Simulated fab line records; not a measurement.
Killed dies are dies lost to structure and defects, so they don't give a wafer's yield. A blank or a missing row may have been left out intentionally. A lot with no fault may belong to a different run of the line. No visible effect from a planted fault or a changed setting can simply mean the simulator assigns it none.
Which of the tools did it? | flow nand-harc | 14 lots with 36 wafers sampled at 6 steps, on a route of 1302 steps

WHAT THE GAUGES READ, wafer by wafer
NHARC_A_SGD_CUT_OVL_MEAS_10. Usual: overlay-x-nm 0.1 nm, standard deviation 0.89; overlay-y-nm 0.3 nm, standard deviation 0.86.
lot  | measured     | on         | overlay-x-nm (nm) | overlay-y-nm (nm) | flag
L687 | day 19 02:33 | overlay-02 | 1.2 1.2 1.7       | -0.2 -0.1 -0.3    |
L690 | day 20 02:08 | overlay-01 | 0.2 0.2 0.6       | 0.2 0.3 0.7       |
L688 | day 20 02:44 | overlay-02 | 0.4 0.6 0.7       | -0.2 -0.2 0.4     |
L689 | day 20 02:28 | overlay-01 | -0.9 -1.2 -1.0    | -0.5 -0.7 -0.7    |
L692 | day 21 06:47 | overlay-01 | 0.3 0.1 0.6       | 0.4 0.5 0.0       |
L693 | day 22 05:44 | overlay-01 | 1.7 1.4 1.1       | -0.2 0.0 -0.1     |
L694 | day 22 06:03 | overlay-02 | 0.4 -0.6 0.1      | -0.1 -0.8 -0.4    |
L695 | day 22 15:55 | overlay-01 | 0.1 1.0 0.2       | 0.1 0.0 -0.5      |
L703 | day 25 19:11 | overlay-01 | 0.4               | 2.6               |
L704 | day 25 19:31 | overlay-01 | -2.2              | 1.2               |
L702 | day 25 19:21 | overlay-01 | 0.5               | 0.6               |
L706 | day 26 19:53 | overlay-01 | 0.8 0.5 0.7       | 0.1 -0.9 -0.4     |
L705 | day 26 19:02 | overlay-01 | 1.0 0.4 1.1       | -0.7 -0.6 -0.2    |
L710 | day 27 22:17 | overlay-02 | -0.2 -0.1 -0.1    | -1.2 -1.1 -0.9    |

NHARC_A_SGD_CUT_INSPECT_11. Usual: raw-defect-count reads 54 (standard deviation 31).
lot  | measured     | on                | raw-defect-count | flag
L687 | day 19 02:35 | defect-inspect-01 | 79 62 66         |
L690 | day 20 02:10 | defect-inspect-02 | 57 77 67         |
L688 | day 20 02:46 | defect-inspect-02 | 18 26 19         |
L689 | day 20 02:30 | defect-inspect-01 | 129 99 119       |
L692 | day 21 06:49 | defect-inspect-01 | 37 23 33         |
L693 | day 22 05:47 | defect-inspect-02 | 28 21 24         |
L694 | day 22 06:05 | defect-inspect-02 | 69 64 64         |
L695 | day 22 15:58 | defect-inspect-02 | 24 33 29         |
L703 | day 25 19:13 | defect-inspect-02 | 526 530          | OFF
L704 | day 25 19:34 | defect-inspect-01 | 503 504          | OFF
L702 | day 25 19:23 | defect-inspect-01 | 518 515          | OFF
L706 | day 26 19:55 | defect-inspect-01 | 88 95 93         |
L705 | day 26 19:04 | defect-inspect-02 | 18 18 19         |
L710 | day 27 22:19 | defect-inspect-01 | 95 97 92         |

NHARC_A_SGD_CUT_THK_MEAS_22: measures by ellipsometry. Usual: thk-nm reads 147.9 nm (standard deviation 1.6).
lot  | measured     | on            | thk-nm (nm)       | flag
L687 | day 19 08:38 | film-metro-02 | 148.3 149.9 149.5 |
L690 | day 20 08:56 | film-metro-01 | 147.0 148.0 149.2 |
L688 | day 20 08:46 | film-metro-02 | 147.6 146.7 150.5 |
L689 | day 20 08:37 | film-metro-01 | 146.8 146.3 147.7 |
L692 | day 21 16:08 | film-metro-02 | 147.4 149.7 149.3 |
L693 | day 22 11:59 | film-metro-02 | 150.2 146.7 147.7 |
L694 | day 22 11:59 | film-metro-01 | 149.0 145.6 148.0 |
L695 | day 22 22:55 | film-metro-01 | 149.1 150.9 149.1 |
L703 | day 26 01:17 | film-metro-02 | 146.7             |
L704 | day 26 03:09 | film-metro-01 | 149.0             |
L702 | day 26 02:58 | film-metro-02 | 148.2             |
L706 | day 27 01:16 | film-metro-02 | 147.4 148.5 148.4 |
L705 | day 27 01:16 | film-metro-01 | 146.4 147.6 148.7 |
L710 | day 28 04:47 | film-metro-02 | 143.5 147.5 145.4 |

NHARC_END_SORT_01. Usual: killed-at-array 56, standard deviation 19; killed-at-other 0.6, standard deviation 1; killed-at-periphery 3.9, standard deviation 2.7; killed-dies 61, standard deviation 19; killed-open 3.3, standard deviation 1.9; killed-short 2.4, standard deviation 1.7.
lot  | measured     | on        | killed-at-array | killed-at-other | killed-at-periphery | killed-dies | killed-open | killed-short | flag
L703 | day 31 18:28 | prober-02 | 155             | 1               | 6                   | 162         | 1           | 3            | OFF
L704 | day 31 11:59 | prober-01 | 110             | 3               | 4                   | 117         | 7           | 1            |
L702 | day 31 15:04 | prober-02 | 138             | 1               | 7                   | 146         | 2           | 3            | OFF

EACH LOT AND THE TOOL THAT RAN IT (in order: tool; ch and the chambers of the sampled wafers; start)
lot  | NHARC_A_STAIRCASE_ETCH_444         | NHARC_A_SGD_CUT_DEP_00
L687 | rie-diel-08 ch 0,1,3, day 18 18:36 | pecvd-01 ch 0,1, day 19 01:46
L690 | rie-diel-10 ch 0,2,3, day 19 18:41 | pecvd-01 ch 0,1,2, day 20 01:23
L688 | rie-diel-08 ch 2,3, day 19 18:50   | pecvd-03 ch 1,2, day 20 01:55
L689 | rie-diel-06 ch 0,1,2, day 19 19:20 | pecvd-03 ch 0,1, day 20 01:40
L692 | rie-diel-08 ch 0,2, day 20 23:04   | pecvd-03 ch 1,2, day 21 06:06
L693 | rie-diel-06 ch 0,1, day 21 21:39   | pecvd-04 ch 0,2, day 22 04:58
L694 | rie-diel-08 ch 0,2,3, day 21 21:49 | pecvd-04 ch 0,2, day 22 05:13
L695 | rie-diel-06 ch 0,2,3, day 22 08:37 | pecvd-01 ch 0,1,2, day 22 15:16
L703 | rie-diel-06 ch 0, day 25 11:01     | pecvd-01 ch 2, day 25 18:27
L704 | rie-diel-08 ch 2, day 25 12:02     | pecvd-01 ch 2, day 25 18:43
L702 | rie-diel-10 ch 2, day 25 12:30     | pecvd-01 ch 2, day 25 18:32
L706 | rie-diel-08 ch 2,3, day 26 10:59   | pecvd-04 ch 0,1,2, day 26 19:05
L705 | rie-diel-10 ch 0,1,3, day 26 11:08 | pecvd-04 ch 0,2, day 26 18:15
L710 | rie-diel-08 ch 1,3, day 27 14:18   | pecvd-04 ch 1,2, day 27 21:30
- NHARC_A_STAIRCASE_ETCH_444: etches the open film in C4F8/O2, target depth 20400 nm, time 6800 s.
- NHARC_A_SGD_CUT_DEP_00: deposits SiNx, target thk 50 nm.

AS READ BY THE TOOLS THEMSELVES (means over the sampled wafers that have a number; for cases with no such wafer, the mark the record gives instead)
NHARC_A_STAIRCASE_ETCH_444. Usual: oes-product-au 0.939 a.u., standard deviation 0.022; rf-fwd-power-W 599.8 W, standard deviation 1.8; rf-vpp-V 808 V, standard deviation 5.
lot  | tool        | oes-product-au (a.u.) | rf-fwd-power-W (W) | rf-vpp-V (V) | flag
L687 | rie-diel-08 | 0.930                 | 600.4              | 812          |
L690 | rie-diel-10 | 0.962                 | 600.0              | 812          |
L688 | rie-diel-08 | 0.936                 | 600.4              | 808          |
L689 | rie-diel-06 | 0.925                 | 599.6              | 806          |
L692 | rie-diel-08 | 0.939                 | 600.1              | 812          |
L693 | rie-diel-06 | 0.984                 | 600.1              | 802          |
L694 | rie-diel-08 | 0.937                 | 599.5              | 812          |
L695 | rie-diel-06 | 0.933                 | 599.6              | 807          |
L703 | rie-diel-06 | 0.931                 | 597.2              | 803          |
L704 | rie-diel-08 | 0.949                 | 602.8              | 807          |
L702 | rie-diel-10 | 0.932                 | 603.1              | 814          |
L706 | rie-diel-08 | 0.935                 | 598.9              | 808          |
L705 | rie-diel-10 | 0.928                 | 597.9              | 811          |
L710 | rie-diel-08 | 0.966                 | 601.8              | 806          |

NHARC_A_SGD_CUT_DEP_00. Usual: heater-power-w 758 W, standard deviation 90; rf-fwd-power-W 448.0 W, standard deviation 1.5.
lot  | tool     | heater-power-w (W) | rf-fwd-power-W (W) | flag
L687 | pecvd-01 | 722                | 447.9              |
L690 | pecvd-01 | 742                | 446.2              |
L688 | pecvd-03 | 788                | 448.5              |
L689 | pecvd-03 | 720                | 450.0              |
L692 | pecvd-03 | 735                | 446.9              |
L693 | pecvd-04 | 928                | 448.1              |
L694 | pecvd-04 | 813                | 446.6              |
L695 | pecvd-01 | 714                | 446.8              |
L703 | pecvd-01 | 747                | 447.1              |
L704 | pecvd-01 | 744                | 449.8              |
L702 | pecvd-01 | 796                | 450.5              |
L706 | pecvd-04 | 809                | 448.1              |
L705 | pecvd-04 | 797                | 447.9              |
L710 | pecvd-04 | 725                | 447.5              |

THE ANSWER, worked out from the rows above alone
Rule: lot off if the mean of its wafers having a number is beyond 3 standard deviations from the usual mean. Also off: a lot with no number at a reading for which 4 or more lots have one. All remaining lots with rows at the step are treated as sound. After the gauges, taken in route order, come the tools' own readings; for these a lot's mean is taken, as printed above. The first step at which some lot is off is used, and at that step the reading that is off furthest; a lot without a number counts as furthest.
Off, at NHARC_A_SGD_CUT_INSPECT_11 on raw-defect-count: L703, L704, L702.
A tool fits if, at a process step before that reading, it ran every lot that is off, and no sound lot after the first of them. Those tools and the gauges at NHARC_A_SGD_CUT_INSPECT_11 are tried in the same way. One fits: pecvd-01 at NHARC_A_SGD_CUT_DEP_00. Its last sound lot is L695 (day 22 15:16), its first lot that is off L703 (day 25 18:27): a fault that began between those two fits.

WHAT WAS PUT IN BY THE SIMULATOR
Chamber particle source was pecvd-01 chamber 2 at NHARC_A_SGD_CUT_DEP_00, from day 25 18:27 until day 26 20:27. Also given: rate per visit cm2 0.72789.
Lots struck among those shown: L703, L702, L704. The rule given above showed the same thing.
